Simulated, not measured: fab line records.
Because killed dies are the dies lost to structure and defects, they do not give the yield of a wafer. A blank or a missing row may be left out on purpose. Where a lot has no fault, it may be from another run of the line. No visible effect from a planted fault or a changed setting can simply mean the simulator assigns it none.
Problem report, 8D (eight disciplines) form, completed by code	flow nand harc	the parts of the form that need people (team, actions taken, sign-off) are left out

== 1. WHAT WENT WRONG ==
Wafers without a fault read 29, standard deviation 11; killed at array at NHARC_END_SORT_01 reads a mean of 673 on 4 wafers belonging to 3 lots. That puts it +59 standard deviations away from the usual mean.
First seen on wafer L720.5, day 24 05:39, on prober-01. At this step, 7 wafers from 3 lots have a number in the record. By rule, "out" or "out of limits" means more than 4 standard deviations away from the usual mean. All remaining wafers that have a number are taken as sound.

== 2. WHAT IT IS; WHAT IT IS NOT ==
question	is	is not
which readings at this step	killed at array, killed dies	killed at periphery, killed open, killed short
which lots	L720, L721, L723	-
which wafers of those lots	L720.5, L721.1, L721.5, L723.1	L720.3, L723.2, L723.3
read on which gauges	prober-01, prober-02	-
when	from day 24 05:39	up to then (1 sound wafer); but 2 sound wafers of L723 came after

== 3. WHAT RULES OUT EACH SUSPECT ==
Counting: a tool at a process step up to the reading stays a suspect if it ran every lot that is out. Sound lots after the first of them don't rule it out here, since some wafers of a struck lot are sound.
- the gauge at NHARC_END_SORT_01: ruled out. 2 gauges (prober-01, prober-02) read the wafers that are out.
- rie diel-11 at NHARC_A_STAIRCASE_ETCH_225 (etches the open film in C4F8/O2, target depth 100 nm, time 40.5 s): kept. It ran every lot that is out, first L720 (day 15 09:42). Its own run length s readings are out on those wafers.
- rie diel-11 at NHARC_A_STAIRCASE_TRIM_231 (chemistry O2, time 211.2 s): kept. It ran every lot that is out, first L720 (day 24 04:03). With no start given for some of its lots, NHARC_A_STAIRCASE_TRIM_231 uses the hours and lot order of NHARC_END_SORT_01.
Left after counting: rie diel-11 at NHARC_A_STAIRCASE_ETCH_225, rie diel-11 at NHARC_A_STAIRCASE_TRIM_231.

== 4. THE CAUSE (what the simulator had put in) ==
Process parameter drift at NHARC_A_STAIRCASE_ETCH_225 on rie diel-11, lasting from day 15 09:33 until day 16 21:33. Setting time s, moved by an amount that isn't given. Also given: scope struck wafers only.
Counting leaves 2 suspects; this tool is one of them.

== 5. THE CHAIN OF EFFECTS, in route order ==
Each row: a reading whose mean over the struck wafers that have a number lies more than 3 standard deviations from the usual. Readings are gone through only where the record gives a usual standard deviation; hours: the median, over the lots, of the time from a lot's start at the first step in this table giving one to that lot's start at this step; sigmas: the change measured in usual standard deviations.
hours	step	reading	usual	on struck wafers	change	sigmas
0	NHARC_A_STAIRCASE_ETCH_225	run length s	61.7 s	49.5	-12.2	-30
212	NHARC_END_SORT_01	killed at array	29	673	+644	+59
212	NHARC_END_SORT_01	killed dies	33	677	+644	+59
Its process steps:
- NHARC_A_STAIRCASE_ETCH_225: etches the open film in C4F8/O2, target depth 100 nm, time 40.5 s.
Readings that are blank on the struck wafers while sound wafers have them: bias w at NHARC_A_STAIRCASE_ETCH_225.

== 6. WHAT WOULD HAVE CAUGHT IT SOONER ==
In this record the first reading out of limits at a measuring or inspecting step was taken at day 24 05:39, 212 hours after the fault began at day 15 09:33.
Tool's own readings at NHARC_A_STAIRCASE_ETCH_225, run length s: out on all struck wafers the step has rows for; an alarm limit on them would have tripped on the first.
All the lots that are out (3) had begun NHARC_A_STAIRCASE_ETCH_225 on rie diel-11 by day 24 05:39. A hold on the tool at that time would have spared none of them.
